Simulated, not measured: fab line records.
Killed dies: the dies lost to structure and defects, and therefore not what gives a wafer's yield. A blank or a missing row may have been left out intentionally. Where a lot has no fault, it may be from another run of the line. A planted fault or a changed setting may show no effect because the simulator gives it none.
Problem report in the 8D (eight disciplines) form, filled by code -- flow nand harc -- the parts of the form that need people (team, actions taken, sign-off) are left out

## 1. WHAT WENT WRONG
At NHARC_END_SORT_01, killed at array averages 573 over 4 wafers from 3 lots, while fault-free wafers read 52, standard deviation 17. Measured from the usual mean, that is +31 standard deviations.
Seen first at day 27 03:17 on prober-02, wafer L205.4. Wafers with a number at this step in the record: 9, from 3 lots. Rule for "out", or "out of limits": more than 4 standard deviations from the usual mean. The rest of the wafers with a number are treated as sound.

## 2. WHAT IT IS AND WHAT IT IS NOT
question,is,is not
which readings at this step,"killed at array, killed dies","killed at other, killed at periphery, killed open, killed short"
which lots,"L205, L207, L208",-
which wafers of those lots,"L205.4, L207.4, L207.6, L208.6","L205.2, L205.3, L207.3, L208.2, L208.5"
read on which gauges,"prober-01, prober-02",-
when,from day 27 03:17,"up to then (2 sound wafers); but 3 sound wafers of L207, L208 came after"

## 3. THE SUSPECTS, EACH WITH WHAT RULES IT OUT
Counting: a tool at a process step up to the reading stays a suspect if it ran every lot that is out. Sound lots after the first of them don't rule it out here, since some wafers of a struck lot are sound.
- the gauge at NHARC_END_SORT_01 has been ruled out. The wafers that are out were read on 2 gauges (prober-01, prober-02).
- rie diel-12 at NHARC_A_CONTACT_STRIP_26 (strips in O2): kept. It ran every lot that is out, first L205 (day 25 02:22). Because NHARC_A_CONTACT_STRIP_26 lacks a start for some lots, the hours and order of its lots are taken from NHARC_A_CONTACT_ALD_18.
- rie diel-11 at NHARC_A_BLC_ETCH_17 (etches the open film in N2/H2, target depth 390 nm, time 609.38 s): kept. It ran every lot that is out, first L205 (day 25 04:46). Its own oes product au readings are out on those wafers.
- Within rie diel-11 at NHARC_A_BLC_ETCH_17: the wafers that are out ran in chambers 0, 2; their sound lot-mates ran in chambers 1, 3.
Left after counting: rie diel-12 at NHARC_A_CONTACT_STRIP_26, rie diel-11 at NHARC_A_BLC_ETCH_17.

## 4. THE CAUSE (what the simulator had put in)
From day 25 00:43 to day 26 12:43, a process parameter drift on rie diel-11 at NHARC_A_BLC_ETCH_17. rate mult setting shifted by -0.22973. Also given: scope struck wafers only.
Of the 2 suspects that counting leaves, this tool is one.

## 5. SEQUENCE OF EFFECTS, ordered by route
Each row: a reading whose mean over the struck wafers that have a number lies more than 3 standard deviations from the usual. Readings are gone through only where the record gives a usual standard deviation; hours: the median, over the lots, of the time from a lot's start at the first step in this table giving one to that lot's start at this step; sigmas: the change measured in usual standard deviations.
hours,step,reading,usual,on struck wafers,change,sigmas
0,NHARC_A_BLC_ETCH_17,oes product au,1.005 a.u.,0.858,-0.147,-11
47,NHARC_END_SORT_01,killed at array,52,573,+521,+31
47,NHARC_END_SORT_01,killed dies,58,578,+520,+31
Its process steps:
- NHARC_A_BLC_ETCH_17: etches the open film in N2/H2, target depth 390 nm, time 609.38 s.

## 6. WHAT WOULD HAVE CAUGHT IT SOONER
In this record the first reading out of limits at a measuring or inspecting step was taken at day 27 03:17, 51 hours after the fault began at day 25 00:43.
The tool's own readings at NHARC_A_BLC_ETCH_17 were out on every struck wafer that the step has a row for (oes product au): an alarm limit on them would have fired on the first of those.
The start of NHARC_A_BLC_ETCH_17 on rie diel-11 came by day 27 03:17 for every one of the lots that are out (3). A hold on the tool at that time would have spared none of them.
